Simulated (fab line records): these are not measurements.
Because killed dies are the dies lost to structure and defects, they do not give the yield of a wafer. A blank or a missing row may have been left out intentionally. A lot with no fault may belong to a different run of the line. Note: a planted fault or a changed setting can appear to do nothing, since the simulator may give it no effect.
A single fault, viewed from 2 desks ; flow n5Finfet ; numbers are kept per desk, each desk with only its own; the story behind them comes last

AT THE METROLOGY DESK
Means of the sampled wafers that have a number, per lot and without regard to the tool the lot ran on: this is what the gauges read. Marked OUT: a lot whose mean sits more than 4 standard deviations from the usual mean, which makes it out of limits; the brackets give that distance.
Columns: A = cdNm at N5_MIM_BOT_LITHO_CD_MEAS_08, usual 2999.2 nm
lot;first seen here;A
L388;day 12 05:10;2997.9
L389;day 12 08:16;3000.1
L391;day 13 10:16;2997.6
L390;day 13 10:26;2999.2
L395;day 14 10:35;2999.7
L396;day 14 23:26;2998.0
L399;day 15 06:09;3001.5
L401;day 15 18:31;3007.6 (+4.4) OUT
L402;day 15 23:38;3013.1 (+7.3) OUT
L403;day 16 07:39;2998.0
L407;day 17 02:50;3030.1 (+16) OUT
This desk finds L401, L402, L407 out of limits, L401 being first, at day 15 18:31 (cdNm at N5_MIM_BOT_LITHO_CD_MEAS_08). In limits: L388, L389, L391, L390, L395, L396, L399, L403.

TOOL OWNER'S DESK, krfScanner-02
The tool's own readings at N5_MIM_BOT_LITHO_EXPOSE_05 (exposes mask MIM BOT): means of the sampled wafers that have a number, for each lot that ran on this tool. Marked OUT: a lot whose mean sits more than 4 standard deviations from the usual mean, which makes it out of limits; the brackets give that distance.
Columns: A = stageVelMmS at N5_MIM_BOT_LITHO_EXPOSE_05, usual 500.01 mm/s
lot;first seen here;A
L388;day 12 04:59;500.28
L391;day 13 10:06;500.16
L396;day 14 23:17;499.77
L399;day 15 05:59;499.91
L401;day 15 18:20;499.89
L402;day 15 23:28;500.02
L407;day 17 02:39;500.11
This desk found nothing out of limits on any of the 7 lots.

TAKEN TOGETHER
The metrology desk could have raised an alarm at day 15 18:31, on L401, L402, L407.
The desk of the tool owner found nothing out of limits.
The tool owner's desk has L401, L402, L407 on record, within its limits.
N5_MIM_BOT_LITHO_EXPOSE_05 was run on krfScanner-02 by each of the lots named.

WHAT THE SIMULATOR HAD INSERTED
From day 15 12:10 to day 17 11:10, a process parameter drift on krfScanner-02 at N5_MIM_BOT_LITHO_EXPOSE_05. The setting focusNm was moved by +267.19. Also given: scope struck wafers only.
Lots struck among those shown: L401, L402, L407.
Per desk, hours elapsed from the start of the fault to the first reading out of limits: for the metrology desk, 6.
